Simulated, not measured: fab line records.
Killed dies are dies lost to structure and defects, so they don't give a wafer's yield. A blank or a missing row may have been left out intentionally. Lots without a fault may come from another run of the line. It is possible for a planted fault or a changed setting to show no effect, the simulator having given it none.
One fault through the eyes of 3 desks -- flow n5_finfet -- numbers are kept per desk, each desk with only its own; the story behind them comes last

AT THE METROLOGY DESK
Lot by lot, what the gauges showed, no matter which tool ran the lot: averages of those sampled wafers that carry a number. A lot is out of limits, marked OUT, if its mean lies more than 4 standard deviations from the usual mean; the brackets give that distance. It has 11 readings; the 7 that lie furthest out on some lot are the ones shown.
Columns: A = DIBL_N at N5_BEOL_M4_RC_MEAS_101, usual 36.3 mV/V; B = IOFF_P at N5_BEOL_M4_RC_MEAS_101, usual 0.211 nA/um; C = ION_N at N5_BEOL_M4_RC_MEAS_101, usual 672 uA/um; D = ION_P at N5_BEOL_M4_RC_MEAS_101, usual 462 uA/um; E = SS_N at N5_BEOL_M4_RC_MEAS_101, usual 71.5 mV/dec; F = SS_P at N5_BEOL_M4_RC_MEAS_101, usual 73.3 mV/dec; G = VT_N at N5_BEOL_M4_RC_MEAS_101, usual 249.9 mV
lot,first seen here,A,B,C,D,E,F,G
L331,day 2 12:02,35.4,0.175,670,454,71.5,73.4,249.8
L332,day 2 19:43,35.6,0.220,672,463,71.2,72.5,252.1
L336,day 3 17:41,36.8,0.208,679,460,71.6,73.5,248.7
L340,day 4 18:34,37.4,0.190,664,451,71.6,73.3,251.6
L341,day 5 03:11,35.6,0.197,666,456,70.8,73.2,249.0
L342,day 5 08:07,36.3,0.231,659,458,72.0,73.3,253.6
L347,day 6 12:34,37.6,0.215,675,461,71.4,73.5,249.6
L350,day 7 05:51,34.7,0.236,669,469,71.3,73.0,249.5
This desk's verdict: no lot among the 8 shows anything out of limits.

TOOL OWNER'S DESK, rie_diel-02
The tool's own readings at N5_FIN_SAQP_ETCH_67 (etches SiNx in CH3F/O2, target depth 30 nm): means of the sampled wafers that have a number, for each lot that ran on this tool. A lot is out of limits, marked OUT, if its mean lies more than 4 standard deviations from the usual mean; the brackets give that distance.
Columns: A = drypump_motor_current_A at N5_FIN_SAQP_ETCH_67, usual 5.7 A; B = oes_product_au at N5_FIN_SAQP_ETCH_67, usual 0.76 a.u.; C = rf_vpp_V at N5_FIN_SAQP_ETCH_67, usual 297.2 V; D = showerhead_plenum_p_Torr at N5_FIN_SAQP_ETCH_67, usual 2.00 Torr; E = throttle_valve_pct at N5_FIN_SAQP_ETCH_67, usual 16.46 %
lot,first seen here,A,B,C,D,E
L336,day 3 18:47,5.7,0.79,299.6,2.04,16.31
L340,day 4 19:41,5.7,0.77,299.5,2.04,16.32
L341,day 5 03:58,5.7,0.82,300.6,2.05,16.39
L347,day 6 13:35,5.6,0.77,297.1,1.98,16.43
This desk's verdict: no lot among the 4 shows anything out of limits.

THE DEFECT DESK
Inspection counts along the route, by lot: the mean over sampled wafers that carry a number. A lot is out of limits, marked OUT, if its mean lies more than 4 standard deviations from the usual mean; the brackets give that distance.
Columns: A = raw_defect_count at N5_FIN_SAQP_INSPECT_40, usual 219; B = raw_defect_count at N5_FIN_CUT_INSPECT_10, usual 41; C = raw_defect_count at N5_FIN_CUT_INSPECT_17, usual 228
lot,first seen here,A,B,C
L331,day 2 14:09,180,32,200
L332,day 2 22:02,200,42,222
L336,day 3 20:28,223,42,229
L340,day 4 22:38,209,36,197
L341,day 5 06:08,781 (+9.4) OUT,619 (+53) OUT,779 (+8.6) OUT
L342,day 5 10:50,201,41,197
L347,day 6 15:00,801 (+9.7) OUT,633 (+54) OUT,821 (+9.3) OUT
L350,day 7 08:02,226,38,242
This desk finds L341, L347 out of limits, L341 being first, at day 5 06:08 (raw_defect_count at N5_FIN_SAQP_INSPECT_40). In limits: L331, L332, L336, L340, L342, L350.

ALL TOGETHER
The defect desk could have raised an alarm at day 5 06:08, on L341, L347.
Metrology desk: nothing out of limits seen.
The tool owner's desk saw nothing out of limits.
The metrology desk has L341, L347 on record, within its limits.
Tool owner's desk: L341, L347 on record, inside its limits.
Every lot named ran N5_FIN_SAQP_ETCH_67 on rie_diel-02.

WHAT WAS PUT IN BY THE SIMULATOR
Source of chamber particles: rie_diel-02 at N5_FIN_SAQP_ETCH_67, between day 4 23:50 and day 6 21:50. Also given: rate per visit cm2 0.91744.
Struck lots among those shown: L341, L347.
Hours from the fault's start to each desk's first reading out of limits: the defect desk, 6.
